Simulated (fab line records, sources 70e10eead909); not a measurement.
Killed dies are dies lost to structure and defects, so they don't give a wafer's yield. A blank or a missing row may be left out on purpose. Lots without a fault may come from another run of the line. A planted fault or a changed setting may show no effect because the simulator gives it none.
fab line records | flow nand_harc
record lots=7 wafers=21 last_day=25
route steps=1159 shown THIN_TSV@1139 END@1159
lots that met no fault: from a run of the same line without faults
start_h: hours from the record's first day to the start of the lot's first wafer shown | wait_h: hours since the lot's step before | " the same as in the row above | L1.1+2: a row that stands for several wafers | - no value, or no start given | * or withheld: withheld | < > ~ a bound
route shown NAME@n: a module of which the file shows steps, and the number in the route of the first | usual: mean/standard deviation of fault-free wafers | same: alike in all rows | chamber/n: place in a boat | sites: the reading at each site | _std_site: their standard deviation | _edge_site: outer sites' mean less inner sites' | radius_mm: how far each site lies from the wafer's centre | mask NAME#n: copy n | behind: the tool/chamber that last shaped the wafer | hold: why the lot was held/for how many hours/how that ended | device: the transistor (n, p or np) that didn't switch | end of line: the same wafers' tests at the end of the route | a step without rows: its recipe alone | killed: dies lost to structure and defects at the first sort, not the wafer's yield | map: a wafer's dies, x killed, . not, _ none there
set.NAME: the setting as run; set.NAME@STEP: as run at that earlier step | model.NAME: the simulator's own value behind a step, which no gauge read
lots at some steps of the route; a table a step, a row a wafer
services: from which hour (start_h, from the record's first day; less than 0 if before it) a tool's chamber was out of use, for how many hours, and why
## steps
# step NHARC_THIN_TSV_PVD_24
# recipe target_thk_a=8000 power_w=withheld chamber_pressure_pa=withheld substrate_temp_c=withheld time_s=withheld gas=Ar material=Al
# step NHARC_THIN_TSV_DEHYDRATE_25
# recipe temp_c=150 time_s=120
# step NHARC_THIN_TSV_HMDS_26
# recipe time_s=30
# step NHARC_THIN_TSV_COAT_27
# recipe spin_rpm=*
# step NHARC_THIN_TSV_SOFTBAKE_28
# recipe temp_c=122 time_s=95
# step NHARC_THIN_TSV_EBR_29
# step NHARC_THIN_TSV_EXPOSE_30
# recipe na=0.55 dose_mj=11.47 mask_id=PAD
# step NHARC_THIN_TSV_PEB_31
# recipe peb_temp_c=118 peb_time_s=85
# step NHARC_THIN_TSV_DEVELOP_32
# recipe time_s=70
# step NHARC_THIN_TSV_CD_MEAS_33
# recipe target_cd_nm=5000 landing_energy_ev=500
# usual cd_nm=4999.3/2.8
# columns lot.wafer tool chamber start_h wait_h cd_nm
L362.2 cd_sem-02 0 444.70 - 4998.1
L362.3 " 0 " " 5001.1
L362.4 " 0 " " 4998.6
L361.1 cd_sem-02 0 446.06 - 5004.6
L361.3 " 0 " " 4995.6
L361.6 " 0 " " 5000.2
L364.2 cd_sem-01 0 491.19 - 5004.8
L364.4 " 0 " " 4996.4
L364.5 " 0 " " 5004.9
L366.1 cd_sem-03 0 492.15 - 4995.3
L366.3 " 0 " " 4998.9
L366.5 " 0 " " 4997.3
L369.2 cd_sem-03 0 500.29 - 5003.9
L369.4 " 0 " " 5001.4
L369.6 " 0 " " 5004.1
L377.4 cd_sem-02 0 551.95 - 5001.9
L377.5 " 0 " " 5002.1
L377.6 " 0 " " 4996.1
L380.1 cd_sem-03 0 584.98 - 5002.1
L380.4 " 0 " " 4998.6
L380.5 " 0 " " 5005.6
# step NHARC_THIN_TSV_HARDBAKE_34
# recipe temp_c=125 time_s=80
# step NHARC_THIN_TSV_DESCUM_35
# recipe time_s=3 o2_flow_sccm=200 ar_flow_sccm=0 bias_power_w=0 chemistry=O2
# usual drypump_motor_current_A=5.77/0.3 oes_product_au=1.000/0.015 rf_vpp_V=57.8/0.94 showerhead_plenum_p_Torr=1.89/0.086 throttle_valve_pct=11.311/0.0088
# columns lot.wafer tool chamber start_h wait_h drypump_motor_current_A oes_product_au rf_hours_counter_h rf_vpp_V showerhead_plenum_p_Torr throttle_valve_pct
L362.4 rie_diel-11 0 444.86 - 5.75 0.980 6 59.5 1.94 11.318
L362.3 " 1 " " 5.75 1.010 6 56.6 1.86 11.317
L362.2 " 3 " " 6.44 1.017 6 58.4 1.85 11.319
L361.3 rie_diel-11 0 446.24 - 5.74 0.979 6 57.1 1.94 11.311
L361.1 " 1 " " 5.72 1.011 6 56.6 1.86 11.315
L361.6 " 2 " " 5.01 0.996 - 57.6 1.88 11.310
L364.2 rie_diel-09 3 491.36 - 5.80 1.001 6 58.5 1.81 11.311
L364.4 " 0 " " 5.33 0.993 6 58.3 2.00 11.320
L364.5 " 3 " " 5.80 1.009 - 58.4 1.81 11.318
L366.1 rie_diel-04 0 492.31 - 5.83 0.998 1 57.0 1.87 11.310
L366.3 " 3 " " 5.78 1.022 1 56.6 1.79 11.317
L366.5 " 0 " " 5.84 0.992 - 57.8 1.87 11.313
L369.4 rie_diel-04 0 500.45 - 5.87 0.998 2 58.3 1.87 11.303
L369.2 " 3 " " 5.76 1.018 3 57.8 1.79 11.307
L369.6 " 1 " " 5.92 0.995 - 57.8 1.82 11.312
L377.4 rie_diel-09 1 552.13 - 6.27 0.996 11 57.1 1.94 11.301
L377.6 " 3 " " 5.79 1.007 - 58.0 1.81 11.307
L377.5 " 0 " " 5.35 0.992 - 59.4 2.00 11.310
L380.1 rie_diel-09 1 585.14 - 6.29 1.015 13 59.5 1.94 11.310
L380.4 " 3 " " 5.82 1.009 15 56.7 1.81 11.312
L380.5 " 2 " " 5.54 1.005 - 56.2 1.91 11.304
# step NHARC_THIN_TSV_ETCH_59
# recipe target_depth_a=8800 icp_w=900 bias_w=100 Cl2_flow_sccm=60 bcl3_flow_sccm=30 time_s=138.1 chemistry=Cl2/BCl3
# usual bcl3_flow_sccm=30.01/0.09 bias_w=100.0/0.32 drypump_motor_current_A=5.9/0.59 oes_product_au=0.999/0.013 rf_fwd_power_W=895.6/2.8 throttle_valve_pct=22.264/0.0089
# columns lot.wafer tool chamber start_h wait_h bcl3_flow_sccm bias_w drypump_motor_current_A oes_product_au rf_fwd_power_W rf_hours_counter_h throttle_valve_pct
L362.2 rie_metal-03 1 445.02 0.1 30.05 100.2 6.8 0.993 895.7 5.0 22.259
L362.3 " 0 " " 29.93 100.2 5.3 1.008 899.4 - 22.272
L362.4 " 1 " " 29.99 99.9 6.8 0.997 891.6 - 22.255
L361.1 rie_metal-01 1 446.35 0.1 29.95 99.6 5.4 1.008 895.7 3.0 22.293
L361.3 " 0 " " 29.98 99.7 5.6 0.990 897.5 - 22.256
L361.6 " 0 " " 30.02 99.7 5.6 0.986 893.9 - 22.261
L364.2 rie_metal-02 1 491.48 0.1 - - - - - - -
L364.4 " 0 " " - - - - - - -
L364.5 " 0 " " - - - - - - -
L366.1 rie_metal-03 1 492.44 0.1 - - - - - - -
L366.3 " 1 " " - - - - - - -
L366.5 " 0 " " - - - - - - -
L369.2 rie_metal-03 0 500.61 0.1 - - - - - - -
L369.4 " 1 " " - - - - - - -
L369.6 " 0 " " - - - - - - -
L377.4 rie_metal-03 1 552.30 0.2 29.89 99.8 6.8 1.007 896.4 - 22.267
L377.5 " 1 " " 29.98 100.0 6.8 1.009 893.8 - 22.270
L377.6 " 0 " " 30.11 99.6 5.4 0.997 893.6 - 22.267
L380.1 rie_metal-01 1 585.30 0.1 29.95 100.2 5.3 0.997 892.4 1.7 22.276
L380.4 " 1 " " 30.07 99.8 5.4 0.994 892.6 - 22.254
L380.5 " 1 " " 29.79 100.1 5.4 1.004 895.5 - 22.261
# step NHARC_THIN_TSV_ETCH_36
# recipe target_depth_a=650 over_etch_frac=0.3 time_s=18.571 ion_energy_ev=150 chemistry=Cl2/BCl3
# usual chamber_pressure_mTorr=10.001/0.0085 drypump_motor_current_A=5.9/0.58 oes_product_au=0.998/0.011
# columns lot.wafer tool chamber start_h wait_h chamber_pressure_mTorr drypump_motor_current_A oes_product_au rf_hours_counter_h
L362.2 rie_metal-03 0 445.24 0.2 9.999 5.4 1.006 5.1
L362.4 " 0 " " 10.002 5.3 1.003 -
L362.3 " 1 " " 10.008 6.8 0.989 -
L361.1 rie_metal-01 1 446.61 0.2 9.996 5.4 1.008 3.1
L361.3 " 1 " " 10.005 5.4 1.010 -
L361.6 " 1 " " 10.000 5.3 0.999 -
L364.2 rie_metal-02 1 491.74 0.2 9.997 6.0 1.017 2.4
L364.4 " 0 " " 9.992 6.6 0.986 -
L364.5 " 1 " " 9.999 6.0 1.028 -
L366.1 rie_metal-03 0 492.70 0.2 9.999 5.3 1.005 0.9
L366.3 " 0 " " 10.012 5.4 1.001 -
L366.5 " 0 " " 9.997 5.4 1.007 -
L369.2 rie_metal-03 1 500.84 0.2 9.982 6.8 0.998 1.1
L369.4 " 0 " " 10.005 5.3 1.016 -
L369.6 " 0 " " 9.993 5.4 1.004 -
L377.4 rie_metal-03 1 552.50 0.2 9.993 6.8 0.998 -
L377.6 " 1 " " 10.001 6.8 1.000 -
L377.5 " 0 " " 9.994 5.4 1.000 -
L380.1 rie_metal-01 1 585.53 0.2 10.001 5.4 0.996 1.9
L380.4 " 0 " " 10.004 5.7 0.964 -
L380.5 " 1 " " 9.994 5.4 0.989 -
# step NHARC_END_SORT_01
# recipe temp_c=25
# usual defect_limited_yield=95.5/1.5 killed_at_array=27/10 killed_at_other=0.6/0.96 killed_at_periphery=3.4/2.7 killed_dies=31/10 killed_open=2.9/1.8 killed_short=1.8/1.4 sort_bin_2_pct=1.4/0.66 sort_bin_3_pct=0.25/0.23 sort_bin_4_pct=2.8/0.94 sort_n_pass=646/10 sort_rim_yield_pct=96.2/2.6 sort_yield_pct=95.5/1.5
# same gross_dies=677 sort_bin_5_pct[%]=0 sort_bin_6_pct[%]=0 sort_bin_7_pct[%]=0 sort_bin_8_pct[%]=0 sort_rim_n_gross=106.00
# columns lot.wafer tool chamber start_h wait_h defect_limited_yield[%] killed_at_array killed_at_other killed_at_periphery killed_dies killed_open killed_short sort_bin_2_pct[%] sort_bin_3_pct[%] sort_bin_4_pct[%] sort_n_pass sort_rim_yield_pct[%] sort_yield_pct[%]
L361.1 prober-02 0 464.88 2.5 94.7 33 2 1 36 5 1 1.6 0.15 3.5 641 96.2 94.7
L361.3 prober-02 0 466.48 3.1 95.9 24 1 3 28 5 1 1.8 0.15 2.2 649 98.1 95.9
L361.6 prober-02 0 468.88 4.0 96.5 21 1 2 24 3 1 1.6 0 1.9 653 93.4 96.5
L366.1 prober-02 0 501.28 2.5 0 34 640 3 677 6 1 96.2 0.59 3.2 0 0 0
L366.3 prober-02 0 502.88 3.1 0 51 619 7 677 11 3 93.8 0.30 5.9 0 0 0
L366.5 prober-02 0 504.47 3.7 0 40 635 2 677 7 1 95.7 0.15 4.1 0 0 0
L364.2 prober-01 0 502.06 2.8 0 31 640 6 677 4 3 96.6 0.44 3.0 0 0 0
L364.4 prober-01 0 503.64 3.4 0 31 645 1 677 3 1 96.9 0.15 3.0 0 0 0
L364.5 prober-01 0 504.43 3.7 0 30 644 3 677 6 3 96.3 0.15 3.5 0 0 0
L369.2 prober-01 0 510.36 2.8 0 13 661 3 677 3 2 97.8 0.59 1.6 0 0 0
L369.4 prober-01 0 511.97 3.4 0 11 663 3 677 3 4 98.1 0 1.9 0 0 0
L369.6 prober-01 0 513.57 4.0 0 20 654 3 677 3 4 97.6 0.15 2.2 0 0 0
# killed by level:class
L361.1 A_CHANNEL_HOLE_D1:chamber_film_flake=16 A_CONTACT:chamber_film_flake=7 A_STAIRCASE:chamber_film_flake=6 A_CHANNEL_FILL_D1:geometric_particle:open=2 P_CONTACT:geometric_particle:open=1 A_CHANNEL_FILL_D1:geometric_particle:short=1 A_CONTACT:geometric_particle:open=1 STARTING-WAFER:geometric_particle:open=1
L361.3 A_CHANNEL_HOLE_D1:chamber_film_flake=11 A_CONTACT:chamber_film_flake=6 P_GATE:geometric_particle:open=2 A_STAIRCASE:chamber_film_flake=2 A_CHANNEL_FILL_D1:geometric_particle:open=1 A_CHANNEL_FILL_D1:geometric_particle:short=1 A_WL_FILL:geometric_particle:open=1 A_M1:geometric_particle:open=1
L361.6 A_CHANNEL_HOLE_D1:chamber_film_flake=12 A_STAIRCASE:chamber_film_flake=4 A_CONTACT:chamber_film_flake=3 P_CONTACT:geometric_particle:open=1 P_M1:geometric_particle:open=1 A_CHANNEL_FILL_D1:geometric_particle:short=1 A_M0:geometric_particle:open=1 THIN_TSV:chamber_film_flake=1
L366.1 THIN_TSV:area_etch=639 A_SLIT:chamber_film_flake=13 A_CHANNEL_HOLE_D1:chamber_film_flake=10 A_CONTACT:chamber_film_flake=3 A_M0:geometric_particle:open=2 A_CHANNEL_FILL_D1:chamber_film_flake=2 A_STAIRCASE:chamber_film_flake=2 P_CONTACT:geometric_particle:open=1
L364.2 THIN_TSV:area_etch=640 A_CHANNEL_HOLE_D1:chamber_film_flake=12 A_SLIT:chamber_film_flake=7 A_STAIRCASE:chamber_film_flake=6 A_WL_FILL:geometric_particle:short=3 A_WL_FILL:geometric_particle:open=2 P_ZERO_WELL:chamber_film_flake=2 P_GATE:chamber_film_flake=2
L366.3 THIN_TSV:area_etch=619 A_SLIT:chamber_film_flake=23 A_CHANNEL_HOLE_D1:chamber_film_flake=12 A_STAIRCASE:chamber_film_flake=6 P_M0:geometric_particle:open=3 P_CONTACT:geometric_particle:open=2 A_CONTACT:chamber_film_flake=2 P_GATE:geometric_particle:short=1
L364.4 THIN_TSV:area_etch=645 A_SLIT:chamber_film_flake=15 A_STAIRCASE:chamber_film_flake=6 A_CHANNEL_HOLE_D1:chamber_film_flake=5 A_ONON_D1:geometric_particle:open=2 A_CONTACT:chamber_film_flake=2 P_CONTACT:geometric_particle:open=1 A_CHANNEL_HOLE_D1:geometric_particle:short=1
L364.5 THIN_TSV:area_etch=641 A_CHANNEL_HOLE_D1:chamber_film_flake=9 A_SLIT:chamber_film_flake=7 A_STAIRCASE:chamber_film_flake=4 A_BLC:geometric_particle:open=2 P_GATE:chamber_film_flake=2 STARTING-WAFER:geometric_particle:open=2 P_CONTACT:geometric_particle:open=1
L366.5 THIN_TSV:area_etch=635 A_CHANNEL_HOLE_D1:chamber_film_flake=15 A_SLIT:chamber_film_flake=15 A_STAIRCASE:chamber_film_flake=3 A_CONTACT:geometric_particle:open=2 P_GATE:geometric_particle:open=1 P_M0:geometric_particle:open=1 A_ONON_D1:geometric_particle:open=1
L369.2 THIN_TSV:area_etch=657 THIN_TSV:chamber_film_flake=4 A_CONTACT:chamber_film_flake=3 A_CONTACT:geometric_particle:open=2 A_CHANNEL_HOLE_D1:chamber_film_flake=2 A_STAIRCASE:chamber_film_flake=2 P_CONTACT:geometric_particle:open=1 A_WL_FILL:geometric_particle:short=1
L369.4 THIN_TSV:area_etch=661 A_CHANNEL_HOLE_D1:chamber_film_flake=6 A_CHANNEL_FILL_D1:geometric_particle:short=2 P_STI:chamber_film_flake=2 P_M1:geometric_particle:open=1 A_SOURCE_PLATE:geometric_particle:short=1 A_M0:geometric_particle:short=1 A_M0:geometric_particle:open=1
L369.6 THIN_TSV:area_etch=652 A_CHANNEL_HOLE_D1:chamber_film_flake=7 A_ZERO_WELL:chamber_film_flake=3 P_STI:chamber_film_flake=2 A_CONTACT:chamber_film_flake=2 P_STI:geometric_particle:short=1 A_ONON_D1:geometric_particle:short=1 A_CHANNEL_FILL_D1:geometric_particle:open=1
# map L364.2 (x killed, . not)
____________x____________
_________xxxxxxx_________
_______xxxxxxxxxxx_______
______xxxxxxxxxxxxx______
_____xxxxxxxxxxxxxxx_____
____xxxxxxxxxxxxxxxxx____
____xxxxxxxxxxxxxxxxx____
___xxxxxxxxxxxxxxxxxxx___
___xxxxxxxxxxxxxxxxxxx___
__xxxxxxxxxxxxxxxxxxxxx__
__xxxxxxxxxxxxxxxxxxxxx__
_xxxxxxxxxxxxxxxxxxxxxxx_
_xxxxxxxxxxxxxxxxxxxxxxx_
_xxxxxxxxxxxxxxxxxxxxxxx_
_xxxxxxxxxxxxxxxxxxxxxxx_
_xxxxxxxxxxxxxxxxxxxxxxx_
xxxxxxxxxxxxxxxxxxxxxxxxx
xxxxxxxxxxxxxxxxxxxxxxxxx
xxxxxxxxxxxxxxxxxxxxxxxxx
xxxxxxxxxxxxxxxxxxxxxxxxx
xxxxxxxxxxxxxxxxxxxxxxxxx
_xxxxxxxxxxxxxxxxxxxxxxx_
_xxxxxxxxxxxxxxxxxxxxxxx_
_xxxxxxxxxxxxxxxxxxxxxxx_
_xxxxxxxxxxxxxxxxxxxxxxx_
_xxxxxxxxxxxxxxxxxxxxxxx_
__xxxxxxxxxxxxxxxxxxxxx__
__xxxxxxxxxxxxxxxxxxxxx__
___xxxxxxxxxxxxxxxxxxx___
___xxxxxxxxxxxxxxxxxxx___
____xxxxxxxxxxxxxxxxx____
____xxxxxxxxxxxxxxxxx____
_____xxxxxxxxxxxxxxx_____
______xxxxxxxxxxxxx______
_______xxxxxxxxxxx_______
_________xxxxxxx_________
____________x____________
# map L366.1 (x killed, . not)
____________x____________
_________xxxxxxx_________
_______xxxxxxxxxxx_______
______xxxxxxxxxxxxx______
_____xxxxxxxxxxxxxxx_____
____xxxxxxxxxxxxxxxxx____
____xxxxxxxxxxxxxxxxx____
___xxxxxxxxxxxxxxxxxxx___
___xxxxxxxxxxxxxxxxxxx___
__xxxxxxxxxxxxxxxxxxxxx__
__xxxxxxxxxxxxxxxxxxxxx__
_xxxxxxxxxxxxxxxxxxxxxxx_
_xxxxxxxxxxxxxxxxxxxxxxx_
_xxxxxxxxxxxxxxxxxxxxxxx_
_xxxxxxxxxxxxxxxxxxxxxxx_
_xxxxxxxxxxxxxxxxxxxxxxx_
xxxxxxxxxxxxxxxxxxxxxxxxx
xxxxxxxxxxxxxxxxxxxxxxxxx
xxxxxxxxxxxxxxxxxxxxxxxxx
xxxxxxxxxxxxxxxxxxxxxxxxx
xxxxxxxxxxxxxxxxxxxxxxxxx
_xxxxxxxxxxxxxxxxxxxxxxx_
_xxxxxxxxxxxxxxxxxxxxxxx_
_xxxxxxxxxxxxxxxxxxxxxxx_
_xxxxxxxxxxxxxxxxxxxxxxx_
_xxxxxxxxxxxxxxxxxxxxxxx_
__xxxxxxxxxxxxxxxxxxxxx__
__xxxxxxxxxxxxxxxxxxxxx__
___xxxxxxxxxxxxxxxxxxx___
___xxxxxxxxxxxxxxxxxxx___
____xxxxxxxxxxxxxxxxx____
____xxxxxxxxxxxxxxxxx____
_____xxxxxxxxxxxxxxx_____
______xxxxxxxxxxxxx______
_______xxxxxxxxxxx_______
_________xxxxxxx_________
____________x____________
## services
# columns tool chamber start_h hours kind
rie_diel-09 - 431.44 9.0 pm
rie_diel-09 0 431.44 10.3 vent_cycle
rie_metal-03 - 453.00 9.0 pm
rie_metal-03 0 453.00 9.0 vent_cycle
rie_metal-03 1 453.00 9.0 vent_cycle
rie_metal-03 0 462.00 - clean
rie_metal-03 1 462.00 - clean
rie_metal-01 - 462.01 0.3 repair
rie_diel-04 - 465.90 9.0 pm
rie_metal-03 1 475.34 7.7 repair
rie_diel-09 0 502.48 2.6 repair
rie_metal-01 - 509.00 9.0 pm
rie_metal-01 0 509.00 9.0 vent_cycle
rie_metal-01 1 509.00 9.0 vent_cycle
rie_metal-03 - 515.22 0.4 repair
rie_diel-09 - 515.30 0.3 repair
rie_metal-01 0 518.00 - clean
rie_metal-01 1 518.00 - clean
rie_diel-09 1 521.32 3.0 repair
rie_diel-09 3 528.28 3.9 repair
rie_diel-11 - 543.60 9.0 pm
rie_diel-09 0 562.38 5.2 repair
rie_metal-02 - 565.00 9.0 pm
rie_metal-01 - 569.57 0.2 repair
## key
first_sign step=NHARC_THIN_TSV_ETCH_59 reading=tool_record direction=missing
effect step=NHARC_END_SORT_01 reading=killed_at_other direction=up sigmas=99+ usual=0.6 struck=644.6
more_kills_born_at NHARC_THIN_TSV_ETCH_59@rie_metal-03=3865 NHARC_THIN_TSV_ETCH_59@rie_metal-02=1926
met_at NHARC_THIN_TSV_ETCH_59
struck_wafers L364.2,L364.4,L364.5,L366.1,L366.3,L366.5,L369.2,L369.4,L369.6
later_rows_left_out L364.2,L364.4,L364.5,L366.1,L366.3,L366.5,L369.2,L369.4,L369.6
onset_between 445.02 491.48
fault kind=skipped_step_whole tool=rie_metal-02,rie_metal-03 chamber=- onset_h=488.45 steps=NHARC_THIN_TSV_ETCH_59 scope=struck_lots_only
# later_rows_left_out: the simulator's readings of these wafers behind a module that went badly wrong aren't trusted and aren't shown, but for the sort
